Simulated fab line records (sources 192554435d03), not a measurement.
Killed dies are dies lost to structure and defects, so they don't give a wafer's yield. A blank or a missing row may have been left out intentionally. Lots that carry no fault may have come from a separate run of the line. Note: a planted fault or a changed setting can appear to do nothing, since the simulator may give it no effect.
Chamber matching | flow n5Finfet | N5_BEOL_M7_STRIP_36 on rieDiel-05 has 4 sister chambers
The step strips in N2/H2. 8 wafers are shown with their chamber, then 10 later ones without.

## WAFERS, EACH WITH ITS CHAMBER
wafer  | chamber | throttleValvePct (%) | drypumpMotorCurrentA (A)
L079.6 | 2       | 23.50                | 6.2
L081.3 | 2       | 23.50                | 6.2
L084.1 | 0       | 23.60                | 5.8
L084.2 | 3       | 23.95                | 6.4
L085.3 | 3       | 23.96                | 6.3
L085.6 | 0       | 23.62                | 5.9
L089.2 | 1       | 23.59                | 5.4
L089.4 | 1       | 23.59                | 5.4

## WAFERS WITH NO CHAMBER GIVEN
wafer  | throttleValvePct (%) | drypumpMotorCurrentA (A)
L089.5 | 23.98                | 6.4
L090.1 | 23.62                | 5.4
L090.4 | 23.54                | 6.2
L090.5 | 23.97                | 6.4
L092.1 | 23.62                | 5.3
L092.2 | 23.57                | 6.2
L092.5 | 23.97                | 6.4
L091.1 | 23.33                | 5.8
L091.4 | 23.62                | 5.4
L091.6 | 23.54                | 6.2

## THE CHAMBER EACH PASSED THROUGH
wafer  | from the rows above     | in truth
L089.5 | 3                       | 3
L090.1 | 1                       | 1
L090.4 | 2                       | 2
L090.5 | 3                       | 3
L092.1 | 1                       | 1
L092.2 | can't be placed: 0 or 2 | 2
L092.5 | 3                       | 3
L091.1 | 2                       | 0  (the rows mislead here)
L091.4 | 1                       | 1
L091.6 | 2                       | 2
8 of 10 placed correctly. Unplaceable from these rows: 1, with the true chamber sitting among the candidates in 1. Placed wrongly: 1.
How it was worked out, from the rows above alone: a wafer's distance from a chamber is the root of the sum, over the readings, of the square of ((its reading less the chamber's mean) divided by the reading's scatter). If the next closest chamber is less than 2 further off than the closest, the wafer can't be placed; otherwise it belongs to the closest. A chamber's mean is the mean of its shown wafers. The scatter: the root of (the sum of the squares of (reading less its chamber's mean) over the shown wafers, divided by (wafers less chambers)).
